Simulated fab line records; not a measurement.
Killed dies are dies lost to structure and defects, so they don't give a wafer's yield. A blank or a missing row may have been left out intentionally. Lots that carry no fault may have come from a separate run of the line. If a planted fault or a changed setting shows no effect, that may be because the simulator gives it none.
fab line records    flow nand_harc
record: lots: 6  wafers: 18  last_day: 23
route steps=1159 shown A_CHANNEL_FILL_D1@496 A_STAIRCASE@519 END@1159
lots untouched by any fault: they come from a run of this same line in which no faults occurred
start_h: the number of hours between the record's first day and the start of the first shown wafer of the lot    wait_h: hours since the lot's step before    " the same as in the row above    L1.1+2: a single row standing in for several wafers    - either no value or no given start    * or withheld: withheld    < > ~ a bound
route shown NAME@n: NAME is a module with steps in the file, n the number in the route of the first one    usual: mean/standard deviation of fault-free wafers    same: alike in all rows    chamber/n: place in a boat    sites: per-site readings    _std_site: their standard deviation    _edge_site: mean of outer sites minus mean of inner sites    radius_mm: how far each site lies from the wafer's centre    mask NAME#n: copy n    behind: tool/chamber where the wafer was last shaped    hold: why the lot was held/for how many hours/how that ended    device: names the non-switching transistor (n, p or np)    end of line: the same wafers' tests at the end of the route    for a step that has no rows: nothing shown but its recipe    killed: count of dies lost to structure and defects at first sort (not the wafer's yield)    map: dies across one wafer; x = killed, . = not, _ = none there
set.NAME: the setting the step ran with; set.NAME@STEP: the setting that earlier step ran with    model.NAME: the simulator's own value behind a step, which no gauge read
lots at selected steps of the route; one table per step, one row per wafer
services: the hour from which a tool's chamber was out of use, counted from the record's first day as start_h (under 0 if before that day), plus the number of hours and why
== steps ==
step: NHARC_A_CHANNEL_FILL_D1_ALD_16
recipe: target_thk_a: 15  pulse_time_s: 10  ald_cycles: 15  temp_c: 300  material: SiO2
usual: heater_power_outer_w: 269/20  heater_power_w: 480/40  precursor_pulse_height_rel: 1.000/0.019
lot.wafer  tool       chamber  start_h  wait_h  heater_power_outer_w  heater_power_w  precursor_pulse_height_rel
L387.2     ald_hk-02  0        214.81   1.9     262                   449             0.997
L387.3     "          1        "        "       269                   472             1.028
L387.6     "          0        "        "       271                   443             1.027
L390.3     ald_hk-04  2        235.71   0.1     254                   500             1.013
L390.6     "          3        "        "       297                   551             0.998
L390.5     "          0        "        "       276                   490             1.001
L391.1     ald_hk-04  1        241.57   0.1     263                   473             0.985
L391.6     "          0        "        "       279                   486             1.013
L391.5     "          1        "        "       262                   453             1.006
L396.3     ald_hk-04  3        275.59   0.1     293                   556             1.006
L396.6     "          1        "        "       255                   454             1.015
L396.5     "          2        "        "       261                   498             1.021
L399.1     ald_hk-04  3        281.66   0.0     292                   568             0.990
L399.4     "          0        "        "       276                   489             0.975
L399.2     "          2        "        "       258                   490             0.990
L402.1     ald_hk-03  3        301.35   0.2     247                   485             0.968
L402.2     "          1        "        "       262                   435             0.993
L402.6     "          0        "        "       246                   405             1.003
step: NHARC_A_CHANNEL_FILL_D1_ANNEAL_17
recipe: temp_c: 850  time_s: 1800
step: NHARC_A_CHANNEL_FILL_D1_CVD_18
recipe: target_thk_a: 30  temp_c: 550  material: poly-Si
step: NHARC_A_CHANNEL_FILL_D1_ETCHBACK_19
recipe: target_depth_a: 50  time_s: 1.7  hbr_flow_sccm: 150  cl2_flow_sccm: 50  rf_w: 400  icp_w: 400  bias_w: 100  chemistry: HBr/Cl2
step: NHARC_A_CHANNEL_FILL_D1_ETCHBACK_20
recipe: target_depth_a: 270  time_s: 13.5  c4f8_flow_sccm: withheld  o2_flow_sccm: 8  ar_flow_sccm: withheld  rf_w: 600  bias_w: 1500  chemistry: C4F8/O2/Ar
step: NHARC_A_CHANNEL_FILL_D1_STRIP_28
recipe: time_s: 20  o2_flow_sccm: 500  ar_flow_sccm: 0  bias_w: 0  chemistry: O2
step: NHARC_A_CHANNEL_FILL_D1_PRECLEAN_21
recipe: time_s: 30  chemistry: dHF
step: NHARC_A_CHANNEL_FILL_D1_SRD_23
step: NHARC_A_CHANNEL_FILL_D1_CVD_05
recipe: target_thk_a: 50  temp_c: 550  material: poly-Si
step: NHARC_A_CHANNEL_FILL_D1_ANNEAL_22
recipe: temp_c: 620  time_s: 7200
step: NHARC_A_CHANNEL_FILL_D1_THK_MEAS_06
recipe: thk_meas_gauge: ellipsometry
usual: thk_nm: 4.9/1
lot.wafer  tool           chamber  start_h  wait_h  thk_nm
L387.2     film_metro-01  -        238.34   0.4     3.5
L387.3     "              -        "        "       2.9
L387.6     "              -        "        "       3.9
L390.3     film_metro-02  -        259.10   0.4     6.3
L390.5     "              -        "        "       3.9
L390.6     "              -        "        "       4.9
L391.1     film_metro-02  -        265.53   0.4     5.5
L391.5     "              -        "        "       5.0
L391.6     "              -        "        "       5.8
L396.3     film_metro-01  -        296.04   0.4     6.2
L396.5     "              -        "        "       5.5
L396.6     "              -        "        "       5.8
L399.1     film_metro-02  -        305.44   0.4     4.7
L399.2     "              -        "        "       6.3
L399.4     "              -        "        "       5.6
L402.1     film_metro-01  -        324.92   0.4     2.9
L402.2     "              -        "        "       6.3
L402.6     "              -        "        "       5.1
step: NHARC_A_CHANNEL_FILL_D1_ALD_25
recipe: target_thk_a: 600  pulse_time_s: 10  ald_cycles: 600  temp_c: 300  material: SiOx
step: NHARC_A_CHANNEL_FILL_D1_ETCHBACK_08
recipe: target_depth_a: 2200  time_s: 110  c4f8_flow_sccm: 20  ar_flow_sccm: withheld  rf_w: 600  bias_w: 300  chemistry: C4F8
usual: chamber_pressure_mTorr: 24.999/0.022  oes_product_au: 0.95/0.036  rf_vpp_V: 440.3/1.7
lot.wafer  tool         chamber  start_h  wait_h  chamber_pressure_mTorr  oes_product_au  rf_hours_counter_h  rf_vpp_V
L387.3     rie_diel-10  0        244.03   -       25.004                  0.93            2                   442.9
L387.2     "            1        "        "       25.043                  0.92            2                   442.2
L387.6     "            0        "        "       25.038                  0.93            -                   440.6
L390.3     rie_diel-10  3        264.75   -       24.978                  0.92            3                   440.7
L390.5     "            2        "        "       24.984                  0.92            -                   440.8
L390.6     "            3        "        "       25.015                  0.92            -                   440.5
L391.1     rie_diel-10  3        271.18   -       25.026                  0.93            3                   440.6
L391.6     "            0        "        "       24.998                  0.93            -                   441.7
L391.5     "            1        "        "       24.984                  0.93            -                   442.8
L396.3     rie_diel-01  2        301.67   -       25.001                  0.93            4                   439.6
L396.5     "            2        "        "       25.002                  0.93            -                   441.2
L396.6     "            3        "        "       24.992                  0.92            -                   439.2
L399.2     rie_diel-01  1        311.03   -       24.968                  0.92            4                   442.4
L399.4     "            2        "        "       24.980                  0.92            4                   439.8
L399.1     "            0        "        "       25.016                  0.92            4                   436.3
L402.2     rie_diel-01  1        330.53   -       24.995                  1.01            0                   441.1
L402.1     "            2        "        "       24.998                  1.00            0                   439.0
L402.6     "            3        "        "       24.995                  1.01            -                   439.4
step: NHARC_A_CHANNEL_FILL_D1_STRIP_29
recipe: time_s: 20  o2_flow_sccm: 500  ar_flow_sccm: 0  bias_w: 0  chemistry: O2
usual: chamber_pressure_mTorr: 60.00/0.053  drypump_motor_current_A: 5.7/0.33  oes_product_au: 0.999/0.0063  rf_vpp_V: 57.8/0.82  showerhead_plenum_p_Torr: 3.49/0.084  throttle_valve_pct: 17.038/0.0097
same: bias_w: 0
lot.wafer  tool         chamber  start_h  wait_h  chamber_pressure_mTorr  drypump_motor_current_A  oes_product_au  rf_hours_counter_h  rf_vpp_V  showerhead_plenum_p_Torr  throttle_valve_pct
L387.3     rie_diel-10  2        -        -       59.95                   6.5                      1.000           1                   57.5      3.47                      17.035
L387.2     "            3        "        "       60.01                   5.9                      0.995           2                   57.4      3.53                      17.039
L387.6     "            3        "        "       60.08                   5.9                      0.987           -                   57.3      3.53                      17.043
L390.3     rie_diel-10  0        -        -       59.87                   5.6                      1.003           3                   58.1      3.56                      17.050
L390.6     "            1        "        "       59.93                   6.2                      1.008           -                   58.0      3.61                      17.043
L390.5     "            2        "        "       59.99                   6.5                      1.002           -                   57.7      3.47                      17.050
L391.1     rie_diel-10  2        -        -       60.06                   6.5                      1.002           2                   58.4      3.47                      17.039
L391.5     "            2        "        "       59.97                   6.5                      0.996           -                   58.1      3.47                      17.026
L391.6     "            3        "        "       59.96                   5.9                      1.001           -                   57.7      3.53                      17.038
L396.3     rie_diel-01  1        -        -       60.06                   5.5                      0.998           4                   57.8      3.53                      17.036
L396.5     "            3        "        "       60.00                   5.4                      1.005           -                   58.5      3.44                      17.041
L396.6     "            0        "        "       59.94                   5.6                      1.002           -                   57.2      3.35                      17.029
L399.1     rie_diel-01  1        -        -       59.98                   5.5                      1.012           4                   57.8      3.53                      17.041
L399.2     "            2        "        "       59.99                   5.7                      0.991           4                   56.1      3.49                      17.044
L399.4     "            0        "        "       59.98                   5.5                      1.007           4                   58.5      3.35                      17.023
L402.1     rie_diel-01  3        -        -       59.99                   5.5                      1.014           0                   58.3      3.44                      17.043
L402.2     "            0        "        "       59.99                   5.5                      1.015           0                   56.3      3.35                      17.044
L402.6     "            3        "        "       60.04                   5.5                      1.000           -                   57.1      3.44                      17.023
step: NHARC_A_CHANNEL_FILL_D1_PRECLEAN_30
recipe: time_s: 30  chemistry: dHF
step: NHARC_A_CHANNEL_FILL_D1_SRD_31
step: NHARC_A_CHANNEL_FILL_D1_CVD_09
recipe: target_thk_a: 1500  temp_c: 620  pressure_mtorr: 200  time_s: 3000  material: poly-Si
step: NHARC_A_CHANNEL_FILL_D1_CMP_10
recipe: target_thk_nm: 150
step: NHARC_A_CHANNEL_FILL_D1_SRD_12
step: NHARC_A_CHANNEL_FILL_D1_RTA_24
recipe: temp_c: 1000  time_s: 5
usual: lamp_power_pct: 32.2/2.8  lamp_zone_6_pct: 32.1/2.8  wafer_temp_C_max: 1004.1/0.84
lot.wafer  tool           chamber  start_h  wait_h  lamp_power_pct  lamp_zone_6_pct  wafer_temp_C_max
L387.2     rtp_anneal-02  0        250.34   0.1     28.2            28.2             1003.1
L387.3     "              0        "        "       28.2            28.1             1002.9
L387.6     "              0        "        "       28.2            28.2             1005.0
L390.3     rtp_anneal-02  0        271.02   0.1     28.2            28.1             1005.5
L390.5     "              0        "        "       28.2            28.1             1004.6
L390.6     "              0        "        "       28.2            28.1             1003.4
L391.1     rtp_anneal-01  0        277.56   0.1     34.2            34.1             1004.1
L391.5     "              0        "        "       34.2            34.2             1004.1
L391.6     "              0        "        "       34.2            34.2             1004.1
L396.3     rtp_anneal-01  0        309.07   1.3     34.2            34.1             1004.1
L396.5     "              0        "        "       34.2            34.1             1003.6
L396.6     "              0        "        "       34.2            34.1             1004.0
L399.1     rtp_anneal-01  0        317.12   0.0     34.2            34.1             1003.6
L399.2     "              0        "        "       34.1            34.1             1004.1
L399.4     "              0        "        "       34.1            34.1             1006.7
L402.1     rtp_anneal-01  0        336.84   0.0     34.2            34.1             1002.7
L402.2     "              0        "        "       34.2            34.1             1004.3
L402.6     "              0        "        "       34.2            34.1             1005.2
step: NHARC_A_STAIRCASE_DEP_156
recipe: target_thk_a: 500  temp_c: 400  target_thk_nm: 50  flow_sccm: 200  rf_w: 450  material: SiNx
usual: heater_power_outer_w: 388/49  heater_power_w: 677/88
lot.wafer  tool      chamber  start_h  wait_h  heater_power_outer_w  heater_power_w
L387.3     pecvd-04  0        250.58   0.1     392                   714
L387.2     "         2        "        "       430                   693
L387.6     "         0        "        "       399                   728
L390.3     pecvd-04  1        271.23   0.1     398                   633
L390.5     "         1        "        "       389                   657
L390.6     "         0        "        "       413                   755
L391.1     pecvd-02  1        277.85   0.1     462                   826
L391.5     "         1        "        "       462                   814
L391.6     "         2        "        "       378                   692
L396.3     pecvd-03  2        309.34   0.1     335                   551
L396.5     "         1        "        "       421                   774
L396.6     "         2        "        "       329                   542
L399.2     pecvd-02  1        317.39   0.1     439                   776
L399.1     "         0        "        "       352                   598
L399.4     "         2        "        "       404                   717
L402.2     pecvd-03  0        337.10   0.1     400                   678
L402.1     "         1        "        "       345                   692
L402.6     "         0        "        "       406                   679
step: NHARC_A_STAIRCASE_DEHYDRATE_158
recipe: temp_c: 150  time_s: 120
step: NHARC_A_STAIRCASE_HMDS_159
recipe: time_s: 30
step: NHARC_A_STAIRCASE_COAT_160
recipe: spin_rpm: 1200
step: NHARC_A_STAIRCASE_SOFTBAKE_161
recipe: temp_c: 135  time_s: 170
step: NHARC_A_STAIRCASE_EBR_162
step: NHARC_A_STAIRCASE_EXPOSE_163
recipe: na: 0.5  dose_mj: 20.01  mask_id: STAIR_OPEN
step: NHARC_A_STAIRCASE_PEB_164
recipe: peb_temp_c: 115  peb_time_s: 130
step: NHARC_A_STAIRCASE_DEVELOP_165
recipe: time_s: 140
step: NHARC_A_STAIRCASE_HARDBAKE_167
recipe: temp_c: 120  time_s: 140
step: NHARC_A_STAIRCASE_DESCUM_168
recipe: time_s: 3  o2_flow_sccm: 200  ar_flow_sccm: 0  bias_power_w: 0  chemistry: O2
usual: chamber_pressure_mTorr: 59.99/0.05  drypump_motor_current_A: 5.6/0.51  oes_product_au: 0.998/0.0073  rf_vpp_V: 57.9/0.88  showerhead_plenum_p_Torr: 1.92/0.091  throttle_valve_pct: 11.312/0.0087
lot.wafer  tool         chamber  start_h  wait_h  chamber_pressure_mTorr  drypump_motor_current_A  oes_product_au  rf_hours_counter_h  rf_vpp_V  showerhead_plenum_p_Torr  throttle_valve_pct
L387.3     rie_diel-11  2        251.60   -       60.00                   5.9                      0.997           18                  59.4      1.91                      11.306
L387.2     "            0        "        "       60.03                   6.0                      0.985           21                  57.3      1.96                      11.310
L387.6     "            1        "        "       59.95                   6.2                      1.002           -                   58.1      1.99                      11.318
L390.3     rie_diel-11  1        272.30   -       60.04                   6.2                      0.990           22                  57.6      1.99                      11.320
L390.6     "            0        "        "       60.07                   6.0                      0.993           -                   58.6      1.96                      11.312
L390.5     "            1        "        "       60.07                   6.2                      1.009           -                   58.4      1.99                      11.301
L391.1     rie_diel-08  1        278.83   -       59.96                   5.6                      0.996           56                  59.2      1.79                      11.323
L391.5     "            2        "        "       60.01                   5.3                      1.002           -                   57.8      2.06                      11.342
L391.6     "            3        "        "       59.94                   5.4                      1.003           -                   58.2      1.85                      11.313
L396.3     rie_diel-09  1        310.26   -       59.95                   4.9                      0.993           17                  57.0      1.89                      11.298
L396.6     "            1        "        "       60.00                   4.9                      1.001           -                   56.9      1.89                      11.306
L396.5     "            2        "        "       60.02                   4.9                      0.995           -                   57.7      1.89                      11.314
L399.1     rie_diel-08  0        318.24   -       60.07                   6.2                      0.999           3                   60.1      1.98                      11.312
L399.4     "            1        "        "       59.98                   5.6                      0.996           2                   57.0      1.79                      11.328
L399.2     "            3        "        "       60.03                   5.5                      1.004           4                   58.6      1.84                      11.319
L402.2     rie_diel-11  3        337.96   -       59.99                   6.5                      1.010           51                  56.5      1.78                      11.314
L402.1     "            0        "        "       59.93                   6.0                      0.992           52                  56.9      1.95                      11.306
L402.6     "            3        "        "       59.98                   6.5                      0.996           -                   57.1      1.78                      11.326
step: NHARC_A_STAIRCASE_ETCH_169
recipe: target_depth_a: 500  time_s: 107.1  ion_energy_ev: 120  ch3f_flow_sccm: 50  o2_flow_sccm: 30  ar_flow_sccm: 200  rf_w: 500  bias_w: 100  chemistry: CH3F/O2
step: NHARC_A_STAIRCASE_ETCH_170
recipe: target_depth_a: 2000  time_s: 66.667  ion_energy_ev: 250  c4f6_flow_sccm: 25  o2_flow_sccm: 20  ar_flow_sccm: 500  rf_w: 600  bias_w: 500  chemistry: C4F6/O2
step: NHARC_A_STAIRCASE_STRIP_171
recipe: power_w: 1500  temp_c: 250  chemistry: O2
step: NHARC_A_STAIRCASE_STRIP_172
recipe: time_s: 900  temp_c: 130  chemistry: SPM
step: NHARC_A_STAIRCASE_PRECLEAN_173
recipe: time_s: *  temp_c: 50  bath_age_min: 0  chemistry: SC1
step: NHARC_A_STAIRCASE_SRD_174
step: NHARC_A_STAIRCASE_DEHYDRATE_01
recipe: temp_c: 150  time_s: 120
step: NHARC_END_SORT_01
recipe: temp_c: 25
usual: killed_at_array: 27/10  killed_at_other: 0.6/1  killed_at_periphery: 3.4/2.7  killed_dies: 31/9.7  killed_open: 3.4/1.7  killed_short: 2.2/1.5
same: gross_dies: 677
lot.wafer  tool       chamber  start_h  wait_h  killed_at_array  killed_at_other  killed_at_periphery  killed_dies  killed_open  killed_short
L390.3     prober-02  0        475.49   3.1     66               2                3                    71           7            2
L390.5     prober-02  0        477.10   3.7     119              0                0                    119          2            3
L390.6     prober-02  0        477.90   4.0     73               0                4                    77           4            2
L391.1     prober-01  0        494.03   2.5     76               1                1                    78           4            5
L391.5     prober-01  0        497.29   3.8     53               0                0                    53           1            0
L391.6     prober-01  0        498.11   4.1     109              0                3                    112          3            1
killed by level:class
L390.3 A_CHANNEL_FILL_D1:unspecified=55 A_CONTACT:geometric_particle:open=2 P_GATE:chamber_film_flake=2 A_ONON_D1:geometric_particle:short=1 A_ONON_D1:geometric_particle:open=1 A_CHANNEL_FILL_D1:geometric_particle:open=1 A_M0:geometric_particle:open=1 A_BONDPAD:geometric_particle:open=1
L390.5 A_CHANNEL_FILL_D1:unspecified=103 A_STAIRCASE:chamber_film_flake=5 A_CHANNEL_HOLE_D1:chamber_film_flake=4 A_ONON_D1:geometric_particle:short=1 A_WL_FILL:geometric_particle:short=1 A_CONTACT:geometric_particle:open=1 A_BLC:geometric_particle:open=1 A_M0:geometric_particle:short=1
L390.6 A_CHANNEL_FILL_D1:unspecified=59 A_CHANNEL_HOLE_D1:chamber_film_flake=5 A_STAIRCASE:chamber_film_flake=2 P_CONTACT:geometric_particle:short=1 P_M0:geometric_particle:open=1 A_SOURCE_PLATE:geometric_particle:open=1 A_CHANNEL_HOLE_D1:geometric_particle:short=1 A_CONTACT:geometric_particle:open=1
L391.1 A_CHANNEL_FILL_D1:unspecified=57 A_CHANNEL_HOLE_D1:chamber_film_flake=6 A_CONTACT:geometric_particle:short=2 A_CONTACT:geometric_particle:open=2 A_ZERO_WELL:chamber_film_flake=2 A_STAIRCASE:chamber_film_flake=2 P_M0:geometric_particle:open=1 A_ONON_D1:geometric_particle:short=1
L391.5 A_CHANNEL_FILL_D1:unspecified=45 A_STAIRCASE:chamber_film_flake=4 A_CHANNEL_HOLE_D1:chamber_film_flake=2 A_ONON_D1:geometric_particle:open=1 A_CONTACT:chamber_film_flake=1
L391.6 A_CHANNEL_FILL_D1:unspecified=102 A_STAIRCASE:chamber_film_flake=3 P_GATE:geometric_particle:open=1 A_ONON_D1:geometric_particle:open=1 A_CHANNEL_FILL_D1:geometric_particle:open=1 A_CONTACT:geometric_particle:short=1 P_GATE:chamber_film_flake=1 P_M0:chamber_film_flake=1
map L390.5 (x killed, . not)
____________.____________
_________.....x._________
_______.......x..._______
______......x......______
_____.........x.xx.._____
____.......x.xx.xx...____
____........xxxxxx...____
___......x..xxxxxxxx..___
___.........xxxxxxxxx.___
__.........xxxxxxxxxx..__
__.........xxxxxxxxx...__
_..........xxxxxxxxx..x._
_..........xxxxxxxxxx..._
_...........xxxxxxxxx..x_
_..........xxxxxxxxxx..._
_............xxxxxx...x._
...........xxxxxx.x.xx...
...............x.x.......
...............x.........
.........................
............x....x.......
_..........x.x.........._
_......................x_
_......................._
_......................._
_......................._
__.....................__
__.....................__
___...................___
___...................___
____.................____
____.................____
_____..............._____
______...x.........______
_______..........._______
_________......._________
____________.____________
map L391.6 (x killed, . not)
____________.____________
_________......._________
_______..........._______
______.............______
_____..............._____
____.................____
____.................____
___...................___
___...................___
__.....................__
__.....................__
_.....x................._
_......xx.x...........x._
_..x..xxxx......x......._
_....xxxxxx.......x....._
_..xxxxxxxx..x.........._
...xxxxxxxxx.............
..xxxxxxxxxx.x...........
...xxxxxxxxxx............
..xxxxxxxxxx.............
...xxxxxxxxx.............
_..xxxxxxxxx............_
_...xxxxxxx............._
_..xxxxxxxx............._
_....x.xxxx............._
_...x..x...x............_
__.................x...__
__.....................__
___...................___
___...................___
____.................____
____................x____
_____..............._____
______.............______
_______......x...._______
_________......._________
____________x____________
== services ==
tool           chamber  start_h  hours  kind
pecvd-02       -        191.04   1.7    repair
rie_diel-01    2        194.47   7.1    repair
pecvd-04       -        195.00   13.0   pm
rie_diel-01    0        195.80   -      clean
rie_diel-01    1        195.80   -      clean
rie_diel-01    3        195.80   -      clean
rie_diel-10    2        197.85   5.3    repair
pecvd-04       -        208.73   1.2    repair
rie_diel-10    2        209.00   8.1    repair
rie_diel-10    0        210.09   -      clean
rie_diel-10    1        210.09   -      clean
rie_diel-10    3        210.09   -      clean
rie_diel-01    0        220.30   -      clean
rie_diel-08    0        229.99   1.4    repair
pecvd-02       -        250.95   2.3    repair
rie_diel-09    -        254.10   9.0    pm
pecvd-03       0        268.93   16.2   repair
ald_hk-02      -        280.00   10.0   pm
pecvd-03       -        292.58   13.0   pm
rtp_anneal-02  -        300.00   12.0   pm
rie_diel-08    -        302.28   9.0    pm
rie_diel-01    -        314.80   9.0    pm
ald_hk-03      -        324.24   10.0   pm
pecvd-02       -        334.00   13.0   pm
== key ==
first_sign: step: NHARC_END_SORT_01  reading: killed_dies  direction: up  sigmas: 5.6  usual: 31  struck: 85
effect: step: NHARC_END_SORT_01  reading: killed_at_array  direction: up  sigmas: 5.5  usual: 27  struck: 83
more_kills_born_at: NHARC_A_CHANNEL_FILL_D1_ETCHBACK_08@rie_diel-10: 421
met_at NHARC_A_CHANNEL_FILL_D1_ETCHBACK_08
struck_wafers L390.3,L390.5,L390.6,L391.1,L391.5,L391.6
tester_left_out L390,L391
onset_between 244.03 264.75
also_fits NHARC_A_CHANNEL_FILL_D1_STRIP_29:rie_diel-10
fault: kind: chamber_particle_source  tool: rie_diel-10  chamber: -  onset_h: 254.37  steps: NHARC_A_CHANNEL_FILL_D1_ETCHBACK_08  rate_per_visit_cm2: 1.6442  end_h: 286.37
tester_left_out: of these lots the tester's yield and bins aren't shown, on N5 and GAA mostly nor the transistor test; their killed dies are dies lost to structure and defects alone, not to doping, threshold or leakage, so they don't give the yield
